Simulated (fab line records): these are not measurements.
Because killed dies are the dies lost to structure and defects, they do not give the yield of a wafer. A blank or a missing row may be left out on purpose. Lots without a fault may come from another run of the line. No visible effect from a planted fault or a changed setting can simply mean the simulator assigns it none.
Matching of chambers :: flow n5-finfet :: rie-diel-06 running N5_BEOL_M11_DESCUM_33: 4 sister chambers
The step chemistry O2, time 7.9 s. 14 wafers are shown with their chamber, then 7 later ones without.

== EACH WAFER AND ITS CHAMBER ==
wafer: L075.3
chamber: 0
showerhead-plenum-p-Torr (Torr): 2.04
throttle-valve-pct (%): 20.25
oes-product-au (a.u.): 0.89

wafer: L075.4
chamber: 2
showerhead-plenum-p-Torr (Torr): 2.18
throttle-valve-pct (%): 20.39
oes-product-au (a.u.): 0.69

wafer: L075.6
chamber: 1
showerhead-plenum-p-Torr (Torr): 2.19
throttle-valve-pct (%): 20.63
oes-product-au (a.u.): 0.80

wafer: L074.1
chamber: 2
showerhead-plenum-p-Torr (Torr): 2.18
throttle-valve-pct (%): 20.41
oes-product-au (a.u.): 0.68

wafer: L074.2
chamber: 3
showerhead-plenum-p-Torr (Torr): 2.03
throttle-valve-pct (%): 20.25
oes-product-au (a.u.): 0.95

wafer: L074.3
chamber: 0
showerhead-plenum-p-Torr (Torr): 2.04
throttle-valve-pct (%): 20.26
oes-product-au (a.u.): 0.89

wafer: L077.3
chamber: 2
showerhead-plenum-p-Torr (Torr): 2.18
throttle-valve-pct (%): 20.41
oes-product-au (a.u.): 0.68

wafer: L077.4
chamber: 3
showerhead-plenum-p-Torr (Torr): 2.03
throttle-valve-pct (%): 20.25
oes-product-au (a.u.): 0.93

wafer: L077.6
chamber: 2
showerhead-plenum-p-Torr (Torr): 2.18
throttle-valve-pct (%): 20.41
oes-product-au (a.u.): 0.68

wafer: L079.3
chamber: 1
showerhead-plenum-p-Torr (Torr): 2.19
throttle-valve-pct (%): 20.64
oes-product-au (a.u.): 0.79

wafer: L079.4
chamber: 3
showerhead-plenum-p-Torr (Torr): 2.03
throttle-valve-pct (%): 20.25
oes-product-au (a.u.): 0.91

wafer: L079.5
chamber: 1
showerhead-plenum-p-Torr (Torr): 2.19
throttle-valve-pct (%): 20.63
oes-product-au (a.u.): 0.79

wafer: L085.4
chamber: 3
showerhead-plenum-p-Torr (Torr): 2.02
throttle-valve-pct (%): 20.30
oes-product-au (a.u.): 0.88

wafer: L085.5
chamber: 0
showerhead-plenum-p-Torr (Torr): 2.03
throttle-valve-pct (%): 20.30
oes-product-au (a.u.): 0.85

SIGNATURES, as means of the wafers listed above
reading: showerhead-plenum-p-Torr
chamber 0: 2.0367
chamber 1: 2.1900
chamber 2: 2.1800
chamber 3: 2.0275
scatter within a chamber: 0.00376

reading: throttle-valve-pct
chamber 0: 20.2700
chamber 1: 20.6333
chamber 2: 20.4050
chamber 3: 20.2625
scatter within a chamber: 0.0191

reading: oes-product-au
chamber 0: 0.8767
chamber 1: 0.7933
chamber 2: 0.6825
chamber 3: 0.9175
scatter within a chamber: 0.0197
Rule: for each reading, subtract the chamber's mean from the wafer's reading, divide by that reading's scatter and square the result; add these up over the readings and take the root, which gives the wafer's distance from the chamber. The wafer belongs to the nearest chamber; if the next one is less than 2 further off, it can't be placed. The scatter: the root of (the sum of the squares of (reading less its chamber's mean) over the shown wafers, divided by (wafers less chambers)).

== WAFERS MISSING THEIR CHAMBER ==
wafer: L085.6
showerhead-plenum-p-Torr (Torr): 2.18
throttle-valve-pct (%): 20.65
oes-product-au (a.u.): 0.78

wafer: L086.1
showerhead-plenum-p-Torr (Torr): 2.02
throttle-valve-pct (%): 20.29
oes-product-au (a.u.): 0.87

wafer: L086.3
showerhead-plenum-p-Torr (Torr): 2.03
throttle-valve-pct (%): 20.30
oes-product-au (a.u.): 0.84

wafer: L086.4
showerhead-plenum-p-Torr (Torr): 2.18
throttle-valve-pct (%): 20.66
oes-product-au (a.u.): 0.77

wafer: L089.3
showerhead-plenum-p-Torr (Torr): 2.02
throttle-valve-pct (%): 20.30
oes-product-au (a.u.): 0.86

wafer: L089.5
showerhead-plenum-p-Torr (Torr): 2.03
throttle-valve-pct (%): 20.32
oes-product-au (a.u.): 0.85

wafer: L089.6
showerhead-plenum-p-Torr (Torr): 2.02
throttle-valve-pct (%): 20.30
oes-product-au (a.u.): 0.87

== EACH ONE'S CHAMBER ==
wafer: L085.6
from the rows above: 1
in truth: 1

wafer: L086.1
from the rows above: can't be placed: 3 or 0
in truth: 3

wafer: L086.3
from the rows above: can't be placed: 0 or 3
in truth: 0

wafer: L086.4
from the rows above: 1
in truth: 1

wafer: L089.3
from the rows above: can't be placed: 3 or 0
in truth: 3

wafer: L089.5
from the rows above: can't be placed: 0 or 3
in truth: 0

wafer: L089.6
from the rows above: can't be placed: 3 or 0
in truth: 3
Correctly placed: 2 of 7. Cannot be placed on the basis of these rows: 5; the candidates contain the true chamber in 5. Number placed wrongly: 0.
